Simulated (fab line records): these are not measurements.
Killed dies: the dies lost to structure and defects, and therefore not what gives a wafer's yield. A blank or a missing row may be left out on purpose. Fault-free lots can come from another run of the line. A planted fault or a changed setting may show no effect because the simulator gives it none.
The tool behind it: which one? :: flow n5-finfet :: 24 lots with 72 wafers sampled at 6 steps, on a route of 1938 steps

WHAT EACH GAUGE READ, for each wafer
N5_BEOL_M11_THK_MEAS_01. Usual: M11_ILD_THK typically reads 268 nm, with standard deviation 3.3.
lot: L074
measured: day 10 06:40
on: film-metro-02
M11_ILD_THK (nm): 269 267 270
flag: 

lot: L075
measured: day 10 16:05
on: film-metro-01
M11_ILD_THK (nm): 268 271 273
flag: 

lot: L076
measured: day 11 00:43
on: film-metro-02
M11_ILD_THK (nm): 262 268 267
flag: 

lot: L077
measured: day 11 01:48
on: film-metro-02
M11_ILD_THK (nm): 269 271 274
flag: 

lot: L078
measured: day 11 10:31
on: film-metro-01
M11_ILD_THK (nm): 266 265 270
flag: 

lot: L079
measured: day 11 14:18
on: film-metro-02
M11_ILD_THK (nm): 265 269 267
flag: 

lot: L081
measured: day 12 02:44
on: film-metro-01
M11_ILD_THK (nm): 267 268 275
flag: 

lot: L080
measured: day 12 04:10
on: film-metro-01
M11_ILD_THK (nm): 268 268 271
flag: 

lot: L083
measured: day 12 09:29
on: film-metro-01
M11_ILD_THK (nm): 265 261 267
flag: 

lot: L082
measured: day 12 11:11
on: film-metro-01
M11_ILD_THK (nm): 269 263 264
flag: 

lot: L084
measured: day 13 04:44
on: film-metro-01
M11_ILD_THK (nm): 264 264 268
flag: 

lot: L085
measured: day 13 06:20
on: film-metro-01
M11_ILD_THK (nm): 266 272 270
flag: 

lot: L087
measured: day 13 11:22
on: film-metro-01
M11_ILD_THK (nm): 266 266 268
flag: 

lot: L086
measured: day 13 15:38
on: film-metro-01
M11_ILD_THK (nm): 263 268 268
flag: 

lot: L088
measured: day 13 17:08
on: film-metro-02
M11_ILD_THK (nm): 274 271 270
flag: 

lot: L089
measured: day 14 08:17
on: film-metro-02
M11_ILD_THK (nm): 267 272 268
flag: 

lot: L090
measured: day 14 20:24
on: film-metro-02
M11_ILD_THK (nm): 270 271 267
flag: 

lot: L093
measured: day 14 20:53
on: film-metro-01
M11_ILD_THK (nm): 264 264 269
flag: 

lot: L091
measured: day 14 21:34
on: film-metro-01
M11_ILD_THK (nm): 262 270 271
flag: 

lot: L092
measured: day 15 06:59
on: film-metro-01
M11_ILD_THK (nm): 269 266 270
flag: 

lot: L096
measured: day 16 06:15
on: film-metro-02
M11_ILD_THK (nm): 265 267 268
flag: 

lot: L094
measured: day 16 14:20
on: film-metro-02
M11_ILD_THK (nm): 266 265 266
flag: 

lot: L095
measured: day 16 17:08
on: film-metro-01
M11_ILD_THK (nm): 268 268 275
flag: 

lot: L097
measured: day 17 08:12
on: film-metro-01
M11_ILD_THK (nm): 266 269 273
flag: 

N5_BEOL_M11_OVL_MEAS_12. Usual: M11_OVL typically reads -0.3 nm, with standard deviation 0.73.
lot: L074
measured: day 10 09:15
on: overlay-01
M11_OVL (nm): -1.8 0.5 -0.7
flag: 

lot: L075
measured: day 10 17:14
on: overlay-01
M11_OVL (nm): 0.5 0.5 -0.1
flag: 

lot: L076
measured: day 11 03:22
on: overlay-02
M11_OVL (nm): 0.9 -1.1 -0.1
flag: 

lot: L077
measured: day 11 03:37
on: overlay-02
M11_OVL (nm): -0.6 -1.3 -1.2
flag: 

lot: L078
measured: day 11 12:55
on: overlay-01
M11_OVL (nm): -0.4 0.4 0.2
flag: 

lot: L079
measured: day 11 15:27
on: overlay-02
M11_OVL (nm): -0.1 -0.5 -0.2
flag: 

lot: L081
measured: day 12 05:20
on: overlay-02
M11_OVL (nm): -0.8 -1.0 -2.1
flag: 

lot: L080
measured: day 12 06:02
on: overlay-02
M11_OVL (nm): 0.3 -1.4 -0.2
flag: 

lot: L083
measured: day 12 10:08
on: overlay-02
M11_OVL (nm): -1.4 -0.2 -1.3
flag: 

lot: L082
measured: day 12 13:17
on: overlay-01
M11_OVL (nm): 0.1 -0.7 -0.2
flag: 

lot: L084
measured: day 13 05:29
on: overlay-01
M11_OVL (nm): -0.5 -0.4 -0.6
flag: 

lot: L085
measured: day 13 08:20
on: overlay-02
M11_OVL (nm): 0.4 -1.0 -0.3
flag: 

lot: L087
measured: day 13 11:52
on: overlay-01
M11_OVL (nm): -1.2 0.0 0.5
flag: 

lot: L086
measured: day 13 17:47
on: overlay-02
M11_OVL (nm): 0.1 -0.2 -0.9
flag: 

lot: L088
measured: day 13 18:31
on: overlay-02
M11_OVL (nm): 0.5 -1.1 -0.3
flag: 

lot: L089
measured: day 14 12:04
on: overlay-01
M11_OVL (nm): 0.5 0.5 0.0
flag: 

lot: L090
measured: day 15 00:06
on: overlay-01
M11_OVL (nm): -1.0 -0.8 -1.3
flag: 

lot: L093
measured: day 15 00:16
on: overlay-01
M11_OVL (nm): -0.9 -0.1 -0.3
flag: 

lot: L091
measured: day 15 00:31
on: overlay-01
M11_OVL (nm): -0.7 -1.2 0.8
flag: 

lot: L092
measured: day 15 08:04
on: overlay-01
M11_OVL (nm): -0.2 -0.6 0.9
flag: 

lot: L096
measured: day 16 07:59
on: overlay-01
M11_OVL (nm): 1.0 0.6 0.6
flag: 

lot: L094
measured: day 16 15:25
on: overlay-02
M11_OVL (nm): -0.5 -0.3 0.3
flag: 

lot: L095
measured: day 16 18:38
on: overlay-02
M11_OVL (nm): 0.5 1.0 0.9
flag: 

lot: L097
measured: day 17 08:57
on: overlay-01
M11_OVL (nm): -0.3 -0.6 -1.0
flag: 

N5_BEOL_M11_CD_MEAS_18: pitch 140 nm, target cd 70 nm. Usual: cd-nm 70.0 nm, standard deviation 0.58.
lot: L074
measured: day 10 09:46
on: cd-sem-03
cd-nm (nm): 70.3 70.5 71.6
flag: 

lot: L075
measured: day 10 17:56
on: cd-sem-01
cd-nm (nm): 69.7 71.0 69.7
flag: 

lot: L076
measured: day 11 03:58
on: cd-sem-02
cd-nm (nm): 70.1 69.8 70.3
flag: 

lot: L077
measured: day 11 04:11
on: cd-sem-01
cd-nm (nm): 70.5 70.0 70.2
flag: 

lot: L078
measured: day 11 13:35
on: cd-sem-02
cd-nm (nm): 69.7 69.7 70.1
flag: 

lot: L079
measured: day 11 15:58
on: cd-sem-02
cd-nm (nm): 70.1 70.6 68.7
flag: 

lot: L081
measured: day 12 06:00
on: cd-sem-01
cd-nm (nm): 70.8 70.1 70.1
flag: 

lot: L080
measured: day 12 06:44
on: cd-sem-03
cd-nm (nm): 70.3 70.3 69.0
flag: 

lot: L083
measured: day 12 10:44
on: cd-sem-01
cd-nm (nm): 70.3 70.0 69.5
flag: 

lot: L082
measured: day 12 13:47
on: cd-sem-01
cd-nm (nm): 71.2 71.0 70.9
flag: 

lot: L084
measured: day 13 06:01
on: cd-sem-03
cd-nm (nm): 69.5 71.2 70.6
flag: 

lot: L085
measured: day 13 08:53
on: cd-sem-01
cd-nm (nm): 70.4 70.2 70.1
flag: 

lot: L087
measured: day 13 12:31
on: cd-sem-01
cd-nm (nm): 71.1 70.9 69.8
flag: 

lot: L086
measured: day 13 18:17
on: cd-sem-03
cd-nm (nm): 70.2 70.1 69.3
flag: 

lot: L088
measured: day 13 19:02
on: cd-sem-02
cd-nm (nm): 70.1 69.3 69.3
flag: 

lot: L089
measured: day 14 12:35
on: cd-sem-02
cd-nm (nm): 69.5 69.6 69.5
flag: 

lot: L090
measured: day 15 00:43
on: cd-sem-02
cd-nm (nm): 69.4 69.9 70.6
flag: 

lot: L093
measured: day 15 00:51
on: cd-sem-01
cd-nm (nm): 69.7 70.0 70.7
flag: 

lot: L091
measured: day 15 01:14
on: cd-sem-01
cd-nm (nm): 69.9 70.0 70.2
flag: 

lot: L092
measured: day 15 09:50
on: cd-sem-01
cd-nm (nm): 69.8 70.3 70.2
flag: 

lot: L096
measured: day 16 08:43
on: cd-sem-02
cd-nm (nm): 68.5 69.1 68.7
flag: 

lot: L094
measured: day 16 15:58
on: cd-sem-02
cd-nm (nm): 70.2 69.9 70.0
flag: 

lot: L095
measured: day 16 19:09
on: cd-sem-03
cd-nm (nm): 69.8 70.0 69.4
flag: 

lot: L097
measured: day 17 09:28
on: cd-sem-03
cd-nm (nm): 69.4 70.3 69.7
flag: 

WHAT TOOL EACH LOT RAN ON (gives the tool, then ch and the chambers of the sampled wafers, and finally the start)
lot: L074
N5_BEOL_M10_ALD_74: ald-metal-02 ch 1,2,3, day 10 04:07
N5_BEOL_M10_SURFACE_TREAT_76: pvd-sputter-01, day 10 04:36
N5_BEOL_M11_ETCH_62: rie-diel-02 ch 0,1, day 10 09:23

lot: L075
N5_BEOL_M10_ALD_74: ald-metal-04 ch 0,1, day 10 13:37
N5_BEOL_M10_SURFACE_TREAT_76: pvd-sputter-01, day 10 14:01
N5_BEOL_M11_ETCH_62: rie-diel-06 ch 1,2,3, day 10 17:31

lot: L076
N5_BEOL_M10_ALD_74: ald-metal-03 ch 0,2,3, day 10 21:08
N5_BEOL_M10_SURFACE_TREAT_76: pvd-sputter-01, day 10 21:26
N5_BEOL_M11_ETCH_62: rie-diel-02 ch 1,2,3, day 11 03:31

lot: L077
N5_BEOL_M10_ALD_74: ald-metal-04 ch 0,1,3, day 10 23:41
N5_BEOL_M10_SURFACE_TREAT_76: pvd-sputter-02, day 10 23:58
N5_BEOL_M11_ETCH_62: rie-diel-02 ch 1,3, day 11 03:46

lot: L078
N5_BEOL_M10_ALD_74: ald-metal-03 ch 1,2,3, day 11 07:56
N5_BEOL_M10_SURFACE_TREAT_76: pvd-sputter-03, day 11 08:15
N5_BEOL_M11_ETCH_62: rie-diel-01 ch 0,2, day 11 13:13

lot: L079
N5_BEOL_M10_ALD_74: ald-metal-02 ch 0,3, day 11 11:57
N5_BEOL_M10_SURFACE_TREAT_76: pvd-sputter-03, day 11 12:22
N5_BEOL_M11_ETCH_62: rie-diel-06 ch 2,3, day 11 15:35

lot: L081
N5_BEOL_M10_ALD_74: ald-metal-03 ch 1,2,3, day 12 00:26
N5_BEOL_M10_SURFACE_TREAT_76: pvd-sputter-03, day 12 00:48
N5_BEOL_M11_ETCH_62: rie-diel-06 ch 0,2,3, day 12 05:38

lot: L080
N5_BEOL_M10_ALD_74: ald-metal-02 ch 1,2, day 12 00:56
N5_BEOL_M10_SURFACE_TREAT_76: pvd-sputter-01, day 12 01:17
N5_BEOL_M11_ETCH_62: rie-diel-01 ch 0,1,3, day 12 06:11

lot: L083
N5_BEOL_M10_ALD_74: ald-metal-02 ch 1,2,3, day 12 05:48
N5_BEOL_M10_SURFACE_TREAT_76: pvd-sputter-01, day 12 06:10
N5_BEOL_M11_ETCH_62: rie-diel-02 ch 0,1, day 12 10:16

lot: L082
N5_BEOL_M10_ALD_74: ald-metal-02 ch 0,1,3, day 12 08:58
N5_BEOL_M10_SURFACE_TREAT_76: pvd-sputter-01, day 12 09:15
N5_BEOL_M11_ETCH_62: rie-diel-06 ch 0,1,2, day 12 13:26

lot: L084
N5_BEOL_M10_ALD_74: ald-metal-04 ch 0,1,3, day 13 02:05
N5_BEOL_M10_SURFACE_TREAT_76: pvd-sputter-01, day 13 02:37
N5_BEOL_M11_ETCH_62: rie-diel-02 ch 0,1,2, day 13 05:38

lot: L085
N5_BEOL_M10_ALD_74: ald-metal-02 ch 0,1, day 13 03:46
N5_BEOL_M10_SURFACE_TREAT_76: pvd-sputter-01, day 13 04:11
N5_BEOL_M11_ETCH_62: rie-diel-02 ch 0,1,3, day 13 08:31

lot: L087
N5_BEOL_M10_ALD_74: ald-metal-03 ch 0,1,2, day 13 08:29
N5_BEOL_M10_SURFACE_TREAT_76: pvd-sputter-01, day 13 08:48
N5_BEOL_M11_ETCH_62: rie-diel-06 ch 2,3, day 13 12:04

lot: L086
N5_BEOL_M10_ALD_74: ald-metal-04 ch 0,1,2, day 13 11:40
N5_BEOL_M10_SURFACE_TREAT_76: pvd-sputter-01, day 13 13:30
N5_BEOL_M11_ETCH_62: rie-diel-06 ch 0,1, day 13 17:56

lot: L088
N5_BEOL_M10_ALD_74: ald-metal-03 ch 0,1,3, day 13 13:43
N5_BEOL_M10_SURFACE_TREAT_76: pvd-sputter-01, day 13 14:01
N5_BEOL_M11_ETCH_62: rie-diel-02 ch 0,1,3, day 13 18:40

lot: L089
N5_BEOL_M10_ALD_74: ald-metal-02 ch 0,1,3, day 14 06:04
N5_BEOL_M10_SURFACE_TREAT_76: pvd-sputter-01, day 14 06:21
N5_BEOL_M11_ETCH_62: rie-diel-06 ch 2,3, day 14 12:13

lot: L090
N5_BEOL_M10_ALD_74: ald-metal-04 ch 1,2, day 14 18:09
N5_BEOL_M10_SURFACE_TREAT_76: pvd-sputter-02, day 14 18:35
N5_BEOL_M11_ETCH_62: rie-diel-02 ch 0,1,3, day 15 00:14

lot: L093
N5_BEOL_M10_ALD_74: ald-metal-03 ch 0,1,3, day 14 18:20
N5_BEOL_M10_SURFACE_TREAT_76: pvd-sputter-02, day 14 18:40
N5_BEOL_M11_ETCH_62: rie-diel-06 ch 0,1,2, day 15 00:28

lot: L091
N5_BEOL_M10_ALD_74: ald-metal-04 ch 0,2,3, day 14 18:41
N5_BEOL_M10_SURFACE_TREAT_76: pvd-sputter-02, day 14 19:04
N5_BEOL_M11_ETCH_62: rie-diel-06 ch 0,1,2, day 15 00:48

lot: L092
N5_BEOL_M10_ALD_74: ald-metal-02 ch 0,1, day 15 04:51
N5_BEOL_M10_SURFACE_TREAT_76: pvd-sputter-03, day 15 05:08
N5_BEOL_M11_ETCH_62: rie-diel-06 ch 2,3, day 15 09:22

lot: L096
N5_BEOL_M10_ALD_74: ald-metal-02 ch 0,1,2, day 16 03:38
N5_BEOL_M10_SURFACE_TREAT_76: pvd-sputter-01, day 16 04:01
N5_BEOL_M11_ETCH_62: rie-diel-01 ch 0,1,3, day 16 08:20

lot: L094
N5_BEOL_M10_ALD_74: ald-metal-02 ch 0,1,3, day 16 11:26
N5_BEOL_M10_SURFACE_TREAT_76: pvd-sputter-03, day 16 11:56
N5_BEOL_M11_ETCH_62: rie-diel-01 ch 1,3, day 16 15:35

lot: L095
N5_BEOL_M10_ALD_74: ald-metal-02 ch 2,3, day 16 14:58
N5_BEOL_M10_SURFACE_TREAT_76: pvd-sputter-02, day 16 15:18
N5_BEOL_M11_ETCH_62: rie-diel-01 ch 0,1, day 16 18:47

lot: L097
N5_BEOL_M10_ALD_74: ald-metal-03 ch 1,3, day 17 05:44
N5_BEOL_M10_SURFACE_TREAT_76: pvd-sputter-01, day 17 06:14
N5_BEOL_M11_ETCH_62: rie-diel-01 ch 0,2,3, day 17 09:06
- N5_BEOL_M10_ALD_74: deposits TaN, target thk 2 nm, pulse time 2 s, purge time 3 s.
- N5_BEOL_M10_SURFACE_TREAT_76
- N5_BEOL_M11_ETCH_62: etches SOC in N2/H2, target depth 110 nm, overetch 22 nm, time 165 s.

AS READ BY THE TOOLS THEMSELVES (means over the sampled wafers that have a number; for cases with no such wafer, the mark the record gives instead)
N5_BEOL_M10_ALD_74. Usual: heater-power-w 420 W, standard deviation 30; mfc-carrier-sccm 1499 sccm, standard deviation 4.5.
lot: L074
tool: ald-metal-02
heater-power-w (W): 426
mfc-carrier-sccm (sccm): 1501
flag: 

lot: L075
tool: ald-metal-04
heater-power-w (W): 415
mfc-carrier-sccm (sccm): 1494
flag: 

lot: L076
tool: ald-metal-03
heater-power-w (W): 414
mfc-carrier-sccm (sccm): 1500
flag: 

lot: L077
tool: ald-metal-04
heater-power-w (W): 435
mfc-carrier-sccm (sccm): 1504
flag: 

lot: L078
tool: ald-metal-03
heater-power-w (W): 409
mfc-carrier-sccm (sccm): 1497
flag: 

lot: L079
tool: ald-metal-02
heater-power-w (W): 460
mfc-carrier-sccm (sccm): 1501
flag: 

lot: L081
tool: ald-metal-03
heater-power-w (W): 414
mfc-carrier-sccm (sccm): 1500
flag: 

lot: L080
tool: ald-metal-02
heater-power-w (W): 397
mfc-carrier-sccm (sccm): 1498
flag: 

lot: L083
tool: ald-metal-02
heater-power-w (W): 415
mfc-carrier-sccm (sccm): 1499
flag: 

lot: L082
tool: ald-metal-02
heater-power-w (W): 432
mfc-carrier-sccm (sccm): 1500
flag: 

lot: L084
tool: ald-metal-04
heater-power-w (W): 429
mfc-carrier-sccm (sccm): 1497
flag: 

lot: L085
tool: ald-metal-02
heater-power-w (W): 411
mfc-carrier-sccm (sccm): 1501
flag: 

lot: L087
tool: ald-metal-03
heater-power-w (W): 419
mfc-carrier-sccm (sccm): 1501
flag: 

lot: L086
tool: ald-metal-04
heater-power-w (W): 415
mfc-carrier-sccm (sccm): 1499
flag: 

lot: L088
tool: ald-metal-03
heater-power-w (W): 401
mfc-carrier-sccm (sccm): 1496
flag: 

lot: L089
tool: ald-metal-02
heater-power-w (W): 427
mfc-carrier-sccm (sccm): 1502
flag: 

lot: L090
tool: ald-metal-04
heater-power-w (W): 403
mfc-carrier-sccm (sccm): 1504
flag: 

lot: L093
tool: ald-metal-03
heater-power-w (W): 402
mfc-carrier-sccm (sccm): 1501
flag: 

lot: L091
tool: ald-metal-04
heater-power-w (W): 441
mfc-carrier-sccm (sccm): 1503
flag: 

lot: L092
tool: ald-metal-02
heater-power-w (W): 400
mfc-carrier-sccm (sccm): 1502
flag: 

lot: L096
tool: ald-metal-02
heater-power-w (W): 407
mfc-carrier-sccm (sccm): 1501
flag: 

lot: L094
tool: ald-metal-02
heater-power-w (W): 435
mfc-carrier-sccm (sccm): 1495
flag: 

lot: L095
tool: ald-metal-02
heater-power-w (W): 426
mfc-carrier-sccm (sccm): 1498
flag: 

lot: L097
tool: ald-metal-03
heater-power-w (W): 406
mfc-carrier-sccm (sccm): 1497
flag: 

N5_BEOL_M11_ETCH_62. Usual: drypump-motor-current-A 5.7 A, standard deviation 0.39; oes-product-au 0.67 a.u., standard deviation 0.078; rf-vpp-V 523.8 V, standard deviation 2.4; showerhead-plenum-p-Torr 2.54 Torr, standard deviation 0.077; throttle-valve-pct 17.78 %, standard deviation 0.23.
lot: L074
tool: rie-diel-02
drypump-motor-current-A (A): 5.7
oes-product-au (a.u.): 0.60
rf-vpp-V (V): 519.4
showerhead-plenum-p-Torr (Torr): 2.40
throttle-valve-pct (%): 18.02
flag: 

lot: L075
tool: rie-diel-06
drypump-motor-current-A (A): 5.4
oes-product-au (a.u.): 0.72
rf-vpp-V (V): 524.9
showerhead-plenum-p-Torr (Torr): 2.57
throttle-valve-pct (%): 17.71
flag: 

lot: L076
tool: rie-diel-02
drypump-motor-current-A (A): 5.8
oes-product-au (a.u.): 0.60
rf-vpp-V (V): 523.0
showerhead-plenum-p-Torr (Torr): 2.52
throttle-valve-pct (%): 17.86
flag: 

lot: L077
tool: rie-diel-02
drypump-motor-current-A (A): 6.0
oes-product-au (a.u.): 0.58
rf-vpp-V (V): 521.6
showerhead-plenum-p-Torr (Torr): 2.46
throttle-valve-pct (%): 17.78
flag: 

lot: L078
tool: rie-diel-01
drypump-motor-current-A (A): 5.5
oes-product-au (a.u.): 0.64
rf-vpp-V (V): 524.6
showerhead-plenum-p-Torr (Torr): 2.54
throttle-valve-pct (%): 17.90
flag: 

lot: L079
tool: rie-diel-06
drypump-motor-current-A (A): 5.4
oes-product-au (a.u.): 0.67
rf-vpp-V (V): 524.8
showerhead-plenum-p-Torr (Torr): 2.58
throttle-valve-pct (%): 17.74
flag: 

lot: L081
tool: rie-diel-06
drypump-motor-current-A (A): 5.6
oes-product-au (a.u.): 0.68
rf-vpp-V (V): 524.5
showerhead-plenum-p-Torr (Torr): 2.55
throttle-valve-pct (%): 17.80
flag: 

lot: L080
tool: rie-diel-01
drypump-motor-current-A (A): 5.9
oes-product-au (a.u.): 0.68
rf-vpp-V (V): 524.1
showerhead-plenum-p-Torr (Torr): 2.55
throttle-valve-pct (%): 17.73
flag: 

lot: L083
tool: rie-diel-02
drypump-motor-current-A (A): 5.4
oes-product-au (a.u.): 0.68
rf-vpp-V (V): 523.4
showerhead-plenum-p-Torr (Torr): 2.52
throttle-valve-pct (%): 17.73
flag: 

lot: L082
tool: rie-diel-06
drypump-motor-current-A (A): 5.5
oes-product-au (a.u.): 0.71
rf-vpp-V (V): 522.9
showerhead-plenum-p-Torr (Torr): 2.54
throttle-valve-pct (%): 17.78
flag: 

lot: L084
tool: rie-diel-02
drypump-motor-current-A (A): 5.6
oes-product-au (a.u.): 0.66
rf-vpp-V (V): 525.5
showerhead-plenum-p-Torr (Torr): 2.59
throttle-valve-pct (%): 17.89
flag: 

lot: L085
tool: rie-diel-02
drypump-motor-current-A (A): 5.8
oes-product-au (a.u.): 0.73
rf-vpp-V (V): 523.7
showerhead-plenum-p-Torr (Torr): 2.53
throttle-valve-pct (%): 17.67
flag: 

lot: L087
tool: rie-diel-06
drypump-motor-current-A (A): 5.4
oes-product-au (a.u.): 0.66
rf-vpp-V (V): 525.6
showerhead-plenum-p-Torr (Torr): 2.58
throttle-valve-pct (%): 17.76
flag: 

lot: L086
tool: rie-diel-06
drypump-motor-current-A (A): 5.8
oes-product-au (a.u.): 0.75
rf-vpp-V (V): 522.2
showerhead-plenum-p-Torr (Torr): 2.48
throttle-valve-pct (%): 17.63
flag: 

lot: L088
tool: rie-diel-02
drypump-motor-current-A (A): 5.8
oes-product-au (a.u.): 0.73
rf-vpp-V (V): 523.0
showerhead-plenum-p-Torr (Torr): 2.53
throttle-valve-pct (%): 17.67
flag: 

lot: L089
tool: rie-diel-06
drypump-motor-current-A (A): 5.3
oes-product-au (a.u.): 0.62
rf-vpp-V (V): 525.4
showerhead-plenum-p-Torr (Torr): 2.60
throttle-valve-pct (%): 17.99
flag: 

lot: L090
tool: rie-diel-02
drypump-motor-current-A (A): 5.8
oes-product-au (a.u.): 0.72
rf-vpp-V (V): 523.8
showerhead-plenum-p-Torr (Torr): 2.53
throttle-valve-pct (%): 17.70
flag: 

lot: L093
tool: rie-diel-06
drypump-motor-current-A (A): 5.5
oes-product-au (a.u.): 0.69
rf-vpp-V (V): 523.1
showerhead-plenum-p-Torr (Torr): 2.53
throttle-valve-pct (%): 17.82
flag: 

lot: L091
tool: rie-diel-06
drypump-motor-current-A (A): 5.5
oes-product-au (a.u.): 0.69
rf-vpp-V (V): 523.2
showerhead-plenum-p-Torr (Torr): 2.53
throttle-valve-pct (%): 17.81
flag: 

lot: L092
tool: rie-diel-06
drypump-motor-current-A (A): 5.5
oes-product-au (a.u.): 0.65
rf-vpp-V (V): 524.8
showerhead-plenum-p-Torr (Torr): 2.57
throttle-valve-pct (%): 17.79
flag: 

lot: L096
tool: rie-diel-01
drypump-motor-current-A (A): 5.9
oes-product-au (a.u.): 0.66
rf-vpp-V (V): 524.9
showerhead-plenum-p-Torr (Torr): 2.54
throttle-valve-pct (%): 17.76
flag: 

lot: L094
tool: rie-diel-01
drypump-motor-current-A (A): 6.3
oes-product-au (a.u.): 0.69
rf-vpp-V (V): 523.2
showerhead-plenum-p-Torr (Torr): 2.51
throttle-valve-pct (%): 17.67
flag: 

lot: L095
tool: rie-diel-01
drypump-motor-current-A (A): 5.7
oes-product-au (a.u.): 0.65
rf-vpp-V (V): 524.3
showerhead-plenum-p-Torr (Torr): 2.51
throttle-valve-pct (%): 17.88
flag: 

lot: L097
tool: rie-diel-01
drypump-motor-current-A (A): 5.6
oes-product-au (a.u.): 0.62
rf-vpp-V (V): 525.0
showerhead-plenum-p-Torr (Torr): 2.56
throttle-valve-pct (%): 17.86
flag: 

THE ANSWER, worked out from the rows above alone
Rule: take the mean of a lot's wafers that have a number; if it is more than 3 standard deviations from the usual mean, the lot is off. Also off: a lot with no number at a reading for which 4 or more lots have one. Where the step has rows for the other lots, those lots are counted as sound. After the gauges, taken in route order, come the tools' own readings; for these a lot's mean is taken, as printed above. The first step at which some lot is off is used, and at that step the reading that is off furthest; a lot without a number counts as furthest.
Across all readings shown, no lot is off: no conclusion can be drawn from this.

WHAT THE SIMULATOR HAD PUT IN
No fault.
